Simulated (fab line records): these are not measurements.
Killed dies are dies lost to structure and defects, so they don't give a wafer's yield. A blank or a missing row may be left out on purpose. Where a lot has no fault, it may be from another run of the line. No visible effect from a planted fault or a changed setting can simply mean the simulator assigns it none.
fab line records -- flow n5-finfet
record lots=7, wafers=21, last-day=17
route steps=1938 shown BEOL_M10@1534 BEOL_M11@1536
lots with no fault: from the same line, run without faults
start-h: the number of hours between the record's first day and the start of the first shown wafer of the lot -- wait-h: how many hours have passed since the lot's step before this one -- " identical to the entry in the row above -- L1.1+2: one row covering several wafers at once -- - no value, or no start given -- * or withheld: withheld -- < > ~ a bound
route shown NAME@n: NAME is a module with steps in the file, n the number in the route of the first one -- usual: average and standard deviation across the fault-free wafers -- same: alike in all rows -- chamber/n: place in a boat -- sites: each site's reading -- _std_site: how widely they spread, as a standard deviation -- _edge_site: inner sites' mean taken away from outer sites' mean -- radius-mm: how far each site lies from the wafer's centre -- mask NAME#n: copy n -- behind: the most recent tool/chamber to have shaped the wafer -- hold: cause of the lot's hold/its duration in hours/its outcome -- device: which transistor (n, p or np) failed to switch -- end of line: tests run on the same wafers once the route is complete -- a step without rows: its recipe alone -- killed: not the wafer's yield, but the dies lost to structure and defects at the first sort -- map: dies across one wafer; x = killed, . = not, _ = none there
set.NAME: the setting the step ran with; set.NAME@STEP: the setting that earlier step ran with -- model.NAME: the simulator's own value behind a step, which no gauge read
a table for each step, a row for each wafer; lots at some steps of the route
services: the hour from which a tool's chamber was out of use, counted from the record's first day as start-h (under 0 if before that day), plus the number of hours and why
## steps
# step N5_BEOL_M10_RS_MEAS_57
# recipe thk-meas-gauge=four-point-probe, reads=Cu_of_BEOL_M10_ECD_50+Co_of_BEOL_M10_CVD_75+TaN_of_BEOL_M10_ALD_74
# usual M10_RS=0.151/0.0035
lot.wafer,tool,chamber,start-h,wait-h,M10_RS[ohm/sq]
L401.2,film-metro-01,-,233.68,0.1,0.150
L401.4,film-metro-01,-,233.68,0.1,0.151
L401.5,film-metro-01,-,233.68,0.1,0.149
L403.3,film-metro-01,-,251.14,0.1,0.148
L403.5,film-metro-01,-,251.14,0.1,0.147
L403.6,film-metro-01,-,251.14,0.1,0.152
L406.3,film-metro-01,-,286.77,0.1,0.151
L406.5,film-metro-01,-,286.77,0.1,0.152
L406.6,film-metro-01,-,286.77,0.1,0.155
L407.2,film-metro-01,-,293.96,0.1,0.146
L407.4,film-metro-01,-,293.96,0.1,0.153
L407.5,film-metro-01,-,293.96,0.1,0.147
L408.1,film-metro-02,-,295.47,0.1,0.159
L408.4,film-metro-02,-,295.47,0.1,0.154
L408.5,film-metro-02,-,295.47,0.1,0.152
L415.3,film-metro-02,-,341.12,0.1,0.147
L415.4,film-metro-02,-,341.12,0.1,0.153
L415.6,film-metro-02,-,341.12,0.1,0.149
L419.4,film-metro-01,-,360.10,0.0,0.155
L419.5,film-metro-01,-,360.10,0.0,0.153
L419.6,film-metro-01,-,360.10,0.0,0.152
# step N5_BEOL_M10_INSPECT_58
# recipe inspect-instrument=darkfield, mode=post-dep
# usual raw-defect-count=73/24
lot.wafer,tool,chamber,start-h,wait-h,raw-defect-count
L401.2,defect-inspect-02,-,233.70,0.0,69
L401.4,defect-inspect-02,-,233.70,0.0,52
L401.5,defect-inspect-02,-,233.70,0.0,77
L403.3,defect-inspect-01,-,251.17,0.0,91
L403.5,defect-inspect-01,-,251.17,0.0,73
L403.6,defect-inspect-01,-,251.17,0.0,61
L406.3,defect-inspect-01,-,286.80,0.0,76
L406.5,defect-inspect-01,-,286.80,0.0,57
L406.6,defect-inspect-01,-,286.80,0.0,44
L407.2,defect-inspect-02,-,293.99,0.0,68
L407.4,defect-inspect-02,-,293.99,0.0,68
L407.5,defect-inspect-02,-,293.99,0.0,82
L408.1,defect-inspect-02,-,295.50,0.0,95
L408.4,defect-inspect-02,-,295.50,0.0,86
L408.5,defect-inspect-02,-,295.50,0.0,89
L415.3,defect-inspect-02,-,341.15,0.0,46
L415.4,defect-inspect-02,-,341.15,0.0,48
L415.6,defect-inspect-02,-,341.15,0.0,71
L419.4,defect-inspect-01,-,360.13,0.0,52
L419.5,defect-inspect-01,-,360.13,0.0,49
L419.6,defect-inspect-01,-,360.13,0.0,79
# step N5_BEOL_M11_ILD_DEP_00
# recipe material=SiCOH_lowk, target-thk-a=3085.1, temp-c=300, precursor=DEMS/porogen, pressure-torr=5, rf-w=500, time-s=58
# usual heater-power-w=295/76, showerhead-plenum-p-Torr=5.743/0.019, throttle-valve-pct=14.0/0.53
lot.wafer,tool,chamber,start-h,wait-h,heater-power-w,showerhead-plenum-p-Torr,since-wet-clean-h,throttle-valve-pct
L401.2,pecvd-02,2,233.74,0.0,216,5.739,546,13.7
L401.4,pecvd-02,2,233.74,0.0,221,5.743,-,13.4
L401.5,pecvd-02,1,233.74,0.0,246,5.745,-,14.3
L403.3,pecvd-02,1,251.20,0.0,250,5.740,2043,14.1
L403.5,pecvd-02,0,251.20,0.0,329,5.775,-,13.4
L403.6,pecvd-02,2,251.20,0.0,238,5.738,-,13.5
L406.3,pecvd-03,0,286.83,0.0,244,5.711,1172,14.7
L406.5,pecvd-03,0,286.83,0.0,182,5.702,-,14.5
L406.6,pecvd-03,2,286.83,0.0,226,5.715,-,14.3
L407.2,pecvd-02,2,294.03,0.0,219,5.745,606,13.5
L407.4,pecvd-02,1,294.03,0.0,246,5.748,-,14.0
L407.5,pecvd-02,2,294.03,0.0,225,5.740,-,13.6
L408.1,pecvd-02,2,295.53,0.0,252,5.731,608,13.3
L408.4,pecvd-02,1,295.53,0.0,221,5.743,-,14.2
L408.5,pecvd-02,2,295.53,0.0,192,5.738,-,13.6
L415.3,pecvd-03,2,341.22,0.1,236,5.726,472,14.3
L415.4,pecvd-03,2,341.22,0.1,178,5.723,-,14.7
L415.6,pecvd-03,0,341.22,0.1,225,5.707,-,14.5
L419.4,pecvd-02,2,360.19,0.1,217,5.742,-,13.4
L419.5,pecvd-02,1,360.19,0.1,255,5.750,-,13.9
L419.6,pecvd-02,0,360.19,0.1,354,5.760,-,13.2
# step N5_BEOL_M11_CURE_71
# recipe temp-c=385, time-s=240, ambient=He/Ar, material=SiCOH_lowk
# usual lamp-power-pct=52.31/0.053, wafer_temp_C_max=387.0/0.5
lot.wafer,tool,chamber,start-h,wait-h,lamp-power-pct,wafer_temp_C_max
L401.2,uv-cure-01,2,233.90,0.1,52.31,386.9
L401.4,uv-cure-01,2,233.90,0.1,52.38,387.5
L401.5,uv-cure-01,2,233.90,0.1,52.33,386.7
L403.3,uv-cure-02,2,251.44,0.2,52.35,387.2
L403.5,uv-cure-02,2,251.44,0.2,52.21,387.2
L403.6,uv-cure-02,2,251.44,0.2,52.33,386.9
L406.3,uv-cure-02,2,287.07,0.2,52.29,386.7
L406.5,uv-cure-02,2,287.07,0.2,52.38,386.3
L406.6,uv-cure-02,2,287.07,0.2,52.34,386.4
L407.2,uv-cure-01,2,294.18,0.1,52.32,386.9
L407.4,uv-cure-01,2,294.18,0.1,52.26,386.8
L407.5,uv-cure-01,2,294.18,0.1,52.24,386.8
L408.1,uv-cure-01,2,295.61,0.0,52.35,386.8
L408.4,uv-cure-01,2,295.61,0.0,52.29,387.1
L408.5,uv-cure-01,2,295.61,0.0,52.29,386.9
L415.3,uv-cure-02,2,341.45,0.2,52.36,386.6
L415.4,uv-cure-02,2,341.45,0.2,52.38,387.0
L415.6,uv-cure-02,2,341.45,0.2,52.36,386.2
L419.4,uv-cure-03,2,360.48,0.3,52.28,387.3
L419.5,uv-cure-03,2,360.48,0.3,52.20,386.5
L419.6,uv-cure-03,2,360.48,0.3,52.28,386.5
# step N5_BEOL_M11_THK_MEAS_01
# recipe reads=SiCOH_lowk_of_BEOL_M11_ILD_DEP_00
# usual M11_ILD_THK=269/3.4
lot.wafer,tool,chamber,start-h,wait-h,M11_ILD_THK[nm]
L401.2,film-metro-01,-,234.33,0.4,269
L401.4,film-metro-01,-,234.33,0.4,271
L401.5,film-metro-01,-,234.33,0.4,273
L403.3,film-metro-02,-,251.79,0.3,268
L403.5,film-metro-02,-,251.79,0.3,274
L403.6,film-metro-02,-,251.79,0.3,273
L406.3,film-metro-01,-,287.44,0.3,260
L406.5,film-metro-01,-,287.44,0.3,265
L406.6,film-metro-01,-,287.44,0.3,272
L407.2,film-metro-02,-,294.62,0.4,268
L407.4,film-metro-02,-,294.62,0.4,276
L407.5,film-metro-02,-,294.62,0.4,272
L408.1,film-metro-01,-,296.12,0.4,268
L408.4,film-metro-01,-,296.12,0.4,272
L408.5,film-metro-01,-,296.12,0.4,268
L415.3,film-metro-02,-,341.81,0.3,267
L415.4,film-metro-02,-,341.81,0.3,273
L415.6,film-metro-02,-,341.81,0.3,275
L419.4,film-metro-02,-,360.75,0.2,271
L419.5,film-metro-02,-,360.75,0.2,272
L419.6,film-metro-02,-,360.75,0.2,272
# step N5_BEOL_M11_PECVD_70
# recipe material=SiO2, target-thk-a=200, temp-c=400, precursor=TEOS/O2, pressure-torr=5.5, rf-w=450, teos-flow-sccm=53.8, gas=O2, flow-sccm=3000, time-s=22.7
# usual heater-power-w=727/130, showerhead-plenum-p-Torr=8.80/0.068, throttle-valve-pct=22.6/0.94
lot.wafer,tool,chamber,start-h,wait-h,heater-power-w,showerhead-plenum-p-Torr,since-wet-clean-h,throttle-valve-pct
L401.2,pecvd-03,2,234.37,0.0,554,8.76,365,23.2
L401.4,pecvd-03,0,234.37,0.0,571,8.67,-,23.3
L401.5,pecvd-03,2,234.37,0.0,554,8.76,-,23.3
L403.3,pecvd-04,2,251.83,0.0,867,8.84,202,21.1
L403.5,pecvd-04,0,251.83,0.0,877,8.79,-,21.6
L403.6,pecvd-04,1,251.83,0.0,847,8.78,-,23.7
L406.3,pecvd-04,2,287.47,0.0,746,8.86,237,21.2
L406.5,pecvd-04,0,287.47,0.0,856,8.78,-,21.4
L406.6,pecvd-04,2,287.47,0.0,736,8.86,-,21.1
L407.2,pecvd-03,1,294.65,0.0,720,8.82,1905,23.5
L407.4,pecvd-03,1,294.65,0.0,730,8.83,-,23.3
L407.5,pecvd-03,2,294.65,0.0,504,8.75,-,23.2
L408.1,pecvd-03,1,296.16,0.0,798,8.82,1906,23.4
L408.4,pecvd-03,0,296.16,0.0,583,8.68,-,23.2
L408.5,pecvd-03,1,296.16,0.0,806,8.84,-,23.7
L415.3,pecvd-03,2,341.84,0.0,581,8.73,473,23.3
L415.4,pecvd-03,2,341.84,0.0,592,8.75,-,23.5
L415.6,pecvd-03,1,341.84,0.0,830,8.84,-,23.4
L419.4,pecvd-04,0,360.81,0.1,923,8.81,-,21.6
L419.5,pecvd-04,1,360.81,0.1,847,8.77,-,23.5
L419.6,pecvd-04,2,360.81,0.1,802,8.86,-,20.9
# step N5_BEOL_M11_HM_DEP_02
# recipe material=TiN, target-thk-a=200, temp-c=25, chamber-pressure-pa=0.49996
# usual throttle-valve-pct=30.3/1.3
lot.wafer,tool,chamber,start-h,wait-h,throttle-valve-pct
L401.2,pvd-sputter-01,-,235.72,1.3,29.0
L401.4,pvd-sputter-01,-,235.72,1.3,30.2
L401.5,pvd-sputter-01,-,235.72,1.3,31.6
L403.3,pvd-sputter-03,-,252.10,0.2,32.4
L403.5,pvd-sputter-03,-,252.10,0.2,28.4
L403.6,pvd-sputter-03,-,252.10,0.2,30.3
L406.3,pvd-sputter-02,-,288.22,0.7,31.2
L406.5,pvd-sputter-02,-,288.22,0.7,30.8
L406.6,pvd-sputter-02,-,288.22,0.7,27.8
L407.2,pvd-sputter-02,-,297.15,2.5,31.3
L407.4,pvd-sputter-02,-,297.15,2.5,30.0
L407.5,pvd-sputter-02,-,297.15,2.5,30.0
L408.1,pvd-sputter-02,-,297.65,1.5,29.8
L408.4,pvd-sputter-02,-,297.65,1.5,31.0
L408.5,pvd-sputter-02,-,297.65,1.5,30.0
L415.3,pvd-sputter-02,-,343.55,1.7,30.2
L415.4,pvd-sputter-02,-,343.55,1.7,31.1
L415.6,pvd-sputter-02,-,343.55,1.7,29.9
L419.4,pvd-sputter-02,-,361.90,1.1,29.6
L419.5,pvd-sputter-02,-,361.90,1.1,31.3
L419.6,pvd-sputter-02,-,361.90,1.1,30.0
# step N5_BEOL_M11_COAT_59
# recipe resist=SOC, temp-c=250, time-s=60, spin-rpm=1500, resist-thk-nm=100
# step N5_BEOL_M11_COAT_60
# recipe resist=SiARC, temp-c=220, time-s=60, spin-rpm=1500, resist-thk-nm=30
# step N5_BEOL_M11_COAT_05
# recipe resist=CAR-ArF, spin-rpm=1500, resist-thk-nm=90
# step N5_BEOL_M11_EBR_07
# recipe solvent=PGMEA, ebr-width-mm=1.5
# step N5_BEOL_M11_SOFTBAKE_06
# recipe temp-c=110, time-s=60, resist=CAR-ArF
# step N5_BEOL_M11_EXPOSE_08
# recipe mask-id=M11, na=1.35, source-shape=dipole, sigma-inner=0.411, sigma-outer=0.611, polarization=te, dose-mj=53.75
# usual dipole-opening-deg=40/0, exposure-dose-mJ-cm2=54.1/0.37
lot.wafer,tool,chamber,start-h,wait-h,mask,dipole-opening-deg,exposure-dose-mJ-cm2
L401.2,arfi-scanner-01,0,236.10,-,M11#0,40,54.7
L401.4,arfi-scanner-01,0,236.10,-,M11#0,40,54.7
L401.5,arfi-scanner-01,0,236.10,-,M11#0,40,54.7
L403.3,arfi-scanner-02,0,252.48,-,M11#0,40,53.6
L403.5,arfi-scanner-02,0,252.48,-,M11#0,40,53.7
L403.6,arfi-scanner-02,0,252.48,-,M11#0,40,53.7
L406.3,arfi-scanner-03,-,288.47,-,M11#0,-,-
L406.5,arfi-scanner-03,-,288.47,-,M11#0,-,-
L406.6,arfi-scanner-03,-,288.47,-,M11#0,-,-
L407.2,arfi-scanner-02,-,297.52,-,M11#0,-,-
L407.4,arfi-scanner-02,-,297.52,-,M11#0,-,-
L407.5,arfi-scanner-02,-,297.52,-,M11#0,-,-
L408.1,arfi-scanner-01,-,298.02,-,M11#0,-,-
L408.4,arfi-scanner-01,-,298.02,-,M11#0,-,-
L408.5,arfi-scanner-01,-,298.02,-,M11#0,-,-
L415.3,arfi-scanner-03,0,343.93,-,M11#0,40,54.1
L415.4,arfi-scanner-03,0,343.93,-,M11#0,40,54.1
L415.6,arfi-scanner-03,0,343.93,-,M11#0,40,54.0
L419.4,arfi-scanner-03,0,362.29,-,M11#0,40,54.2
L419.5,arfi-scanner-03,0,362.29,-,M11#0,40,54.2
L419.6,arfi-scanner-03,0,362.29,-,M11#0,40,54.2
# step N5_BEOL_M11_PEB_09
# recipe peb-temp-c=withheld, peb-time-s=60, resist=CAR-ArF
## services
tool,chamber,start-h,hours,kind
arfi-scanner-02,-,222.80,8.2,repair
arfi-scanner-01,-,224.14,1.0,pm
arfi-scanner-01,-,232.07,0.8,repair
uv-cure-02,-,237.61,1.0,pm
arfi-scanner-02,-,244.18,3.0,pm
arfi-scanner-03,-,249.42,1.0,pm
uv-cure-02,-,258.42,3.4,pm
pecvd-03,-,258.70,26.5,repair
arfi-scanner-03,-,259.50,1.3,pm
arfi-scanner-02,-,267.21,8.9,repair
uv-cure-02,-,274.44,6.0,pm
arfi-scanner-02,-,276.12,1.0,pm
arfi-scanner-02,-,277.15,1.3,pm
arfi-scanner-01,-,278.04,3.9,pm
arfi-scanner-01,-,296.43,1.3,pm
pecvd-02,-,297.64,0.7,repair
arfi-scanner-01,-,299.96,1.3,repair
uv-cure-02,-,328.66,2.1,pm
uv-cure-01,-,339.05,15.0,repair
pecvd-03,-,344.05,0.4,repair
arfi-scanner-03,-,351.81,0.8,pm
uv-cure-01,-,359.17,2.1,pm
arfi-scanner-03,-,359.29,1.0,pm
uv-cure-01,-,361.30,6.0,pm
## key
first-sign step=N5_BEOL_M11_EXPOSE_08, reading=tool-record, direction=missing
effect none on later readings
met-at N5_BEOL_M11_EXPOSE_08
struck-wafers L406.3,L406.5,L406.6,L407.2,L407.4,L407.5,L408.1,L408.4,L408.5
later-rows-left-out L406.3,L406.5,L406.6,L407.2,L407.4,L407.5,L408.1,L408.4,L408.5
sort-left-out L406.3,L406.5,L406.6,L407.2,L407.4,L407.5,L408.1,L408.4,L408.5
onset-between 252.48 288.47
fault kind=skipped-step-whole, tool=arfi-scanner-01,arfi-scanner-02,arfi-scanner-03, chamber=-, onset-h=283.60, steps=N5_BEOL_M11_EXPOSE_08, scope=struck-lots-only
# sort-left-out: the simulated sort isn't trusted on such a fault, so these wafers' sort isn't shown, and their yield isn't known
# later-rows-left-out: the simulator's readings of these wafers behind a module that went badly wrong aren't trusted and aren't shown, but for the sort
